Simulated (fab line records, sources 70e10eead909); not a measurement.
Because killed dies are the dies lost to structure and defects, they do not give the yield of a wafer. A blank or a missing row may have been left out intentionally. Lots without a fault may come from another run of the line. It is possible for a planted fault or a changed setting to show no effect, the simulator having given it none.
Matching of chambers | flow nand-harc | 4 sister chambers for NHARC_P_ZERO_WELL_ETCH_65 on rie-diel-02
The step etches the open film in N2/H2, target depth 80 nm, overetch 24 nm, time 87.88 s. 16 wafers are shown with their chamber, then 8 later ones without.

WAFERS PAIRED WITH THEIR CHAMBERS
wafer  | chamber | drypump-motor-current-A (A) | showerhead-plenum-p-Torr (Torr) | rf-vpp-V (V)
L137.2 | 2       | 6.01                        | 2.01                            | 428.9
L137.3 | 0       | 5.63                        | 1.94                            | 428.8
L137.5 | 2       | 5.99                        | 2.01                            | 429.7
L138.1 | 2       | 6.02                        | 2.01                            | 429.6
L138.2 | 3       | 5.22                        | 2.13                            | 431.8
L138.4 | 0       | 5.62                        | 1.94                            | 428.2
L140.1 | 3       | 5.21                        | 2.13                            | 433.1
L140.2 | 0       | 5.61                        | 1.94                            | 427.2
L140.5 | 3       | 5.23                        | 2.13                            | 433.2
L141.1 | 3       | 5.24                        | 2.12                            | 431.4
L141.3 | 2       | 6.03                        | 2.01                            | 429.6
L141.5 | 1       | 5.77                        | 2.22                            | 434.4
L146.3 | 2       | 6.03                        | 2.00                            | 429.9
L146.4 | 1       | 5.76                        | 2.21                            | 435.5
L146.6 | 2       | 6.02                        | 2.00                            | 430.1
L154.2 | 3       | 5.23                        | 2.11                            | 432.0

SIGNATURES (averages over the wafers above)
reading                  | chamber 0 | chamber 1 | chamber 2 | chamber 3 | scatter within a chamber
drypump-motor-current-A  | 5.6200    | 5.7650    | 6.0167    | 5.2260    | 0.0126
showerhead-plenum-p-Torr | 1.9400    | 2.2150    | 2.0067    | 2.1240    | 0.00648
rf-vpp-V                 | 428.067   | 434.950   | 429.633   | 432.300   | 0.667
Rule: for each reading, subtract the chamber's mean from the wafer's reading, divide by that reading's scatter and square the result; add these up over the readings and take the root, which gives the wafer's distance from the chamber. The wafer belongs to the nearest chamber; if the next one is less than 2 further off, it can't be placed. The scatter: take each reading less its chamber's mean, square it, sum over the shown wafers, divide by the number of wafers less the number of chambers, and take the root.

WAFERS WITHOUT THEIR CHAMBER
wafer  | drypump-motor-current-A (A) | showerhead-plenum-p-Torr (Torr) | rf-vpp-V (V)
L154.3 | 6.02                        | 1.99                            | 429.7
L154.4 | 5.65                        | 1.92                            | 426.9
L158.1 | 6.01                        | 1.99                            | 428.2
L158.2 | 5.65                        | 1.92                            | 427.5
L158.3 | 5.78                        | 2.20                            | 435.8
L160.2 | 5.25                        | 2.10                            | 432.2
L160.3 | 5.79                        | 2.20                            | 434.8
L160.6 | 5.22                        | 2.10                            | 434.2

WHICH CHAMBER EACH ONE RAN IN
wafer  | from the rows above | in truth
L154.3 | 2                   | 2
L154.4 | 0                   | 0
L158.1 | 2                   | 2
L158.2 | 0                   | 0
L158.3 | 1                   | 1
L160.2 | 3                   | 3
L160.3 | 1                   | 1
L160.6 | 3                   | 3
Placed correctly: 8 of 8. From these rows, 0 cannot be placed. 0 placed wrongly.
